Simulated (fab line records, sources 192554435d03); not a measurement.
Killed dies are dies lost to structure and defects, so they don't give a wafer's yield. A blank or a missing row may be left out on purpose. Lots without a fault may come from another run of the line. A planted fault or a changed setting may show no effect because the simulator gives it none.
Which tool did it? | flow n5_finfet | 12 lots, 36 wafers sampled, at 1 step of a route of 1938

WHAT THE GAUGES READ, wafer by wafer
N5_MOL_CONTACT_COAG_CD_MEAS_08: target cd 28 nm.
lot  | measured     | on        | cd_nm (nm)
L075 | day 5 05:00  | cd_sem-01 | 28.15 27.71 27.97
L077 | day 5 11:55  | cd_sem-02 | 27.92 27.91 27.93
L079 | day 6 01:11  | cd_sem-03 | 28.16 28.10 27.90
L081 | day 6 12:13  | cd_sem-02 | 27.67 27.53 28.04
L083 | day 6 22:41  | cd_sem-02 | 27.88 27.74 28.14
L085 | day 7 13:14  | cd_sem-03 | 28.31 27.75 28.15
L087 | day 7 23:51  | cd_sem-03 | 28.13 27.80 28.48
L089 | day 8 13:17  | cd_sem-03 | 27.84 27.78 27.96
L091 | day 8 21:37  | cd_sem-03 | 28.13 28.06 28.07
L093 | day 9 08:00  | cd_sem-01 | 28.05 28.18 28.25
L095 | day 9 21:26  | cd_sem-03 | 27.86 28.22 27.78
L097 | day 10 09:44 | cd_sem-01 | 27.71 28.35 27.79

WHICH TOOL RAN EACH LOT (tool, then ch and the chambers of the sampled wafers, then the start)
The record holds no process step before these readings.

THE ANSWER, worked out from the rows above alone
Rule: what is usual is taken from the lots themselves. Put in order of their means at a reading, lots are off if they are a third of the lots or fewer, leave a main group of 4 or more, and stand apart from it by a gap of 3 or more times the standard deviation of the main group's means; of several such gaps the widest counts. A main group whose means are all the same, to the digits that the tables above print for the reading, isn't used. A lot without any number at a reading at which 4 lots or more have one is off too. The other lots that the step has rows for count as sound.
No lot is off at any reading shown: from this, nothing can be told.

WHAT THE SIMULATOR HAD PUT IN
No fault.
